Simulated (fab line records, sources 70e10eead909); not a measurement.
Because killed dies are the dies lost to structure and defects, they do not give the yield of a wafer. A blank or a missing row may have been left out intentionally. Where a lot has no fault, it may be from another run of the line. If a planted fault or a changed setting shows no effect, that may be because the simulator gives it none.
One fault through the eyes of 2 desks ; flow nand-harc ; what lay behind the numbers comes last; until then each desk has only its own

== METROLOGY DESK ==
Means of the sampled wafers that have a number, per lot and without regard to the tool the lot ran on: this is what the gauges read. If a lot's mean is further than 4 standard deviations from the usual mean, the lot is out of limits and carries the mark OUT (the distance appears in the brackets).
Columns: A = cd-nm at NHARC_P_BONDPAD_CD_MEAS_09, usual 499.0 nm; B = overlay-x-nm at NHARC_A_CHANNEL_HOLE_D1_OVL_MEAS_11, usual 0.3 nm; C = overlay-y-nm at NHARC_A_CHANNEL_HOLE_D1_OVL_MEAS_11, usual -0.1 nm
lot;first seen here;A;B;C
L489;day 7 00:06;499.6;-0.3;-1.8
L490;day 7 14:07;497.9;0.8;0.7
L491;day 8 00:17;499.8;0.2;-0.3
L493;day 8 16:07;499.0;0.7;0.5
L494;day 8 22:00;498.6;-0.3;-1.0
L495;day 9 11:48;496.3;1.3;0.2
L496;day 10 03:02;500.0;-1.0;-0.0
L503;day 12 17:36;497.7;0.2;-0.7
L504;day 13 03:45;497.6;2.0;-0.1
L507;day 14 16:17;499.6;1.4;-0.5
L508;day 14 22:05;499.9;0.5;0.4
L509;day 15 09:05;498.0;0.4;0.0
L510;day 15 21:21;498.2;0.0;-0.4
L511;day 16 04:43;499.7;-0.1;-1.1
This desk's finding: nothing out of limits on any of the 14 lots.

== THE TOOL OWNER'S DESK: pecvd-onon-02 ==
The tool's own readings at NHARC_A_ONON_D1_DEP_22 (target thk 1000 nm): means of the sampled wafers that have a number, for each lot that ran on this tool. If a lot's mean is further than 4 standard deviations from the usual mean, the lot is out of limits and carries the mark OUT (the distance appears in the brackets).
Columns: A = n2-flow-sccm at NHARC_A_ONON_D1_DEP_22, usual 2752 sccm; B = n2o-flow-sccm at NHARC_A_ONON_D1_DEP_22, usual 2000 sccm
lot;first seen here;A;B
L491;day 9 16:12;2751;2004
L503;day 14 10:11;2746;2403 (+73) OUT
L504;day 14 19:41;2744;2404 (+74) OUT
L511;day 17 18:32;2758;2004
This desk's verdict: out of limits on L503, L504, starting with L503 at day 14 10:11 (n2o-flow-sccm at NHARC_A_ONON_D1_DEP_22). Within limits: L491, L511.

== BROUGHT TOGETHER ==
The tool owner's desk had the chance to raise an alarm at day 14 10:11 on L503, L504.
Metrology desk: nothing out of limits seen.
The metrology desk holds a record of L503, L504, inside its limits.
Of the lots named, all ran NHARC_A_ONON_D1_DEP_22 on pecvd-onon-02.

== WHAT THE SIMULATOR PUT IN ==
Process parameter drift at NHARC_A_ONON_D1_DEP_22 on pecvd-onon-02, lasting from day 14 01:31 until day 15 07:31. From 2000, the setting n2o-flow-sccm moved by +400. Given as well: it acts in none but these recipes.
Shown lots that were struck: L503, L504.
Delay in hours, fault start to first out-of-limits reading, by desk: the tool owner's desk at 9.
